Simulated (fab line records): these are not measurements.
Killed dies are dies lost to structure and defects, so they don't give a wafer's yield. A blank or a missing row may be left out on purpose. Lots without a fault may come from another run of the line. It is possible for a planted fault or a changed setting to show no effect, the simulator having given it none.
A struck lot beside a sound one :: flow n5_finfet :: 25 out of 1938 route steps
Sound: the wafers L797.1, L797.5, L797.6. Struck: wafer L820.4 (L820.2, L820.5, from the same lot, were not struck and are left out); the cause is given at the end.
Each step with rows lists, per side, the tool, then ch with its chambers, then its first start. Under that, the readings that differ: sound wafers :: struck wafers :: difference of the means :: sigmas: that difference in standard deviations of wafers without a fault.
alike: words and numbers the same on both sides, and readings whose means are apart by under 2 such deviations; not compared: readings that were withheld, readings missing a value for some wafer, numbers with overlapping values and no deviation given by the record, and bounds like >300 which may hide the same value.
A row with sigmas, a row that says differs or no value, or rows on one side alone: a step with any of these is where the two part. Non-overlapping numbers with no deviation appear without sigmas and do not part them. Lack of a reading on every wafer of one side parts them only where that side has two or more wafers.

N5_STI_FIN_REVEAL_ETCHBACK_08: etches SiO2 in C4F6/O2, target depth 30.5 nm, time 10.167 s.
  sound on rie_diel-02 ch 1,2, day 2 12:47; struck on rie_diel-01 ch 0, day 8 08:09
  alike: bias_w, drypump_motor_current_A, oes_product_au, rf_vpp_V, showerhead_plenum_p_Torr, throttle_valve_pct
  not compared: rf_hours_counter_h
N5_STI_FIN_REVEAL_STRIP_24: strips in N2/H2, time 90 s.
  sound on rie_diel-02 ch 1,2, day 2 12:49; struck on rie_diel-01 ch 0, day 8 08:11
  alike: drypump_motor_current_A, h2_flow_sccm, oes_product_au, rf_vpp_V, showerhead_plenum_p_Torr, throttle_valve_pct
  not compared: rf_hours_counter_h
then, 4 steps without rows for these wafers: N5_STI_FIN_REVEAL_PRECLEAN_25 (cleans in SPM, time 90 s); N5_STI_FIN_REVEAL_PRECLEAN_26 (cleans in SC1, time 45 s); N5_STI_FIN_REVEAL_PRECLEAN_29 (cleans in DHF, time 30 s); N5_STI_FIN_REVEAL_SRD_12 (time 30 s).
N5_STI_FIN_REVEAL_RECESS_09: chemistry HF/NH3, target SiO2, afs cycles 11, target depth 42.5 nm, sublimation time 60 s.
  sound on vapor_etch-02 ch 0,1, day 2 13:02; struck on vapor_etch-02 ch 1, day 8 08:25
  alike: drypump_motor_current_A
then, 3 steps without rows for these wafers: N5_STI_FIN_REVEAL_STRIP_16 (strips SiNx in H3PO4, target depth 23.8 nm); N5_STI_FIN_REVEAL_PRECLEAN_17 (cleans in NF3:NH3, afs cycles 1, time 20 s, sublimation time 60 s); N5_STI_FIN_REVEAL_ETCH_34 (etches Si in H2, material Si, target depth 0.97 nm).
N5_STI_FIN_REVEAL_OXIDATION_31: chemistry O2 PLASMA REMOTE, time 20 s.
  sound on plasma_asher-01 ch 0,1, day 2 15:11; struck on plasma_asher-01 ch 1, day 8 10:34
  alike: drypump_motor_current_A, heater_power_w
  not compared: rf_hours_counter_h
then, 1 step without rows for these wafers: N5_STI_FIN_REVEAL_PRECLEAN_32 (cleans in NF3:NH3, afs cycles 1, time 20 s, sublimation time 60 s).
N5_STI_FIN_REVEAL_STRIP_35: strips Si3N4 in H3PO4, target depth 4 nm, time 39 s.
  sound on wet_bench-06 ch 3,4,5, day 2 15:28; struck on wet_bench-06 ch 3,5,7, day 8 10:52
then, 1 step without rows for these wafers: N5_STI_FIN_REVEAL_SRD_21 (time 30 s).
N5_STI_FIN_REVEAL_OXIDATION_33: chemistry O2 PLASMA REMOTE, time 20 s.
  sound on plasma_asher-01 ch 0,1, day 2 15:32; struck on plasma_asher-01 ch 0, day 8 11:09
  alike: drypump_motor_current_A, heater_power_w
  not compared: rf_hours_counter_h
then, 2 steps without rows for these wafers: N5_STI_FIN_REVEAL_CLEAN_19 (cleans in O3/DIW, time 120 s); N5_STI_FIN_REVEAL_SRD_23 (time 30 s).
N5_STI_FIN_REVEAL_CD_MEAS_22: target cd 6.238 nm, pitch 28 nm.
  sound on cd_sem-03 at day 2 15:43; struck on cd_sem-03 at day 8 11:19
  alike: cd_nm
N5_STI_FIN_REVEAL_FIN_H_MEAS_10:
  sound on ocd-02 at day 2 15:44; struck on ocd-02 at day 8 11:20
  alike: trench_depth_nm
then, 2 steps without rows for these wafers: N5_STI_FIN_REVEAL_PRECLEAN_18 (cleans in SC2, time 45 s); N5_STI_FIN_REVEAL_SRD_28 (time 30 s).
N5_STI_FIN_REVEAL_INSPECT_13: inspects for defects (darkfield).
  sound on defect_inspect-02 at day 2 15:49; struck on defect_inspect-02 at day 8 11:26
reading: raw_defect_count
sound: 14 7 11
struck: 324
difference: +313
sigmas: +50
then, 1 step without rows for these wafers: N5_DUMMY_GATE_PRECLEAN_00 (cleans in O3/DIW, time 60 s).
-- the record jumps here: 6 days lie between the struck wafers' starts before and after (it left off in module DUMMY_GATE and takes up again in module BEOL_M4, whose first step shown is number 1111 of the route) --
N5_BEOL_M4_RC_MEAS_101:
  sound on prober-02 ch 0, day 7 14:16; struck on prober-02 ch 0, day 14 10:56
reading: DIBL_P (mV/V)
sound: 37.5 37.8 37.5
struck: 33.6
difference: -4.0
sigmas: -3
  alike: DIBL_N, IOFF_N, IOFF_P, ION_N, ION_P, SS_N, SS_P, VT_N, VT_P
-- here the record skips 4 days between the struck wafers' starts before and after, leaving off in module BEOL_M4 and picking up in module PASSIVATION (first step shown: number 1936 of the route) --
N5_PASSIVATION_PROBE_49:
  only the struck wafers here have rows in the record (prober-01, day 18 20:32); the sound ones have none

## WHERE THEY PART
Earliest at N5_STI_FIN_REVEAL_INSPECT_13; latest, in this record, at N5_PASSIVATION_PROBE_49.

WHY: the cause the simulator had injected
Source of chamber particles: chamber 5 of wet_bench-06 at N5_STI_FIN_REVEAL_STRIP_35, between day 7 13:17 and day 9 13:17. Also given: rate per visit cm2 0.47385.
